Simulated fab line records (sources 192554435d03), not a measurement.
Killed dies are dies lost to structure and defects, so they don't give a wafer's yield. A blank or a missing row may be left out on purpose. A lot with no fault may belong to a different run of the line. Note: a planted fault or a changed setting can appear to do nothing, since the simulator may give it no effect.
Chamber matching || flow n5-finfet || N5_FIN_CUT_STRIP_22 on rie-diel-05: 4 sister chambers
The step strips in N2/H2. 4 wafers are shown with their chamber, then 8 later ones without.

WAFERS PAIRED WITH THEIR CHAMBERS
{"wafer": "L081.4", "chamber": 2, "drypump-motor-current-A (A)": 5.5}
{"wafer": "L087.3", "chamber": 1, "drypump-motor-current-A (A)": 6.3}
{"wafer": "L087.6", "chamber": 3, "drypump-motor-current-A (A)": 5.9}
{"wafer": "L088.1", "chamber": 0, "drypump-motor-current-A (A)": 5.4}

WAFERS WHOSE CHAMBER IS MISSING
{"wafer": "L088.5", "drypump-motor-current-A (A)": 5.9}
{"wafer": "L088.6", "drypump-motor-current-A (A)": 5.4}
{"wafer": "L089.2", "drypump-motor-current-A (A)": 6.0}
{"wafer": "L089.5", "drypump-motor-current-A (A)": 6.3}
{"wafer": "L089.6", "drypump-motor-current-A (A)": 5.4}
{"wafer": "L091.1", "drypump-motor-current-A (A)": 5.4}
{"wafer": "L091.2", "drypump-motor-current-A (A)": 5.5}
{"wafer": "L091.3", "drypump-motor-current-A (A)": 6.3}

CHAMBER TAKEN BY EACH
{"wafer": "L088.5", "from the rows above": 3, "in truth": 3}
{"wafer": "L088.6", "from the rows above": 0, "in truth": 0}
{"wafer": "L089.2", "from the rows above": 3, "in truth": 3}
{"wafer": "L089.5", "from the rows above": 1, "in truth": 1}
{"wafer": "L089.6", "from the rows above": 0, "in truth": 0}
{"wafer": "L091.1", "from the rows above": 0, "in truth": 0}
{"wafer": "L091.2", "from the rows above": 2, "in truth": 2}
{"wafer": "L091.3", "from the rows above": 1, "in truth": 1}
Correct placement for 8 of the 8. Left unplaced by these rows: 0. Placed wrongly: 0.
How it was worked out, from the rows above alone: a wafer's distance from a chamber is the root of the sum, over the readings, of the square of ((its reading less the chamber's mean) divided by the reading's scatter). If the next closest chamber is less than 2 further off than the closest, the wafer can't be placed; otherwise it belongs to the closest. A chamber's mean is the mean of its shown wafers. The scatter: root of mean squared gap, hidden wafer to nearest shown wafer, with one shown wafer a chamber.
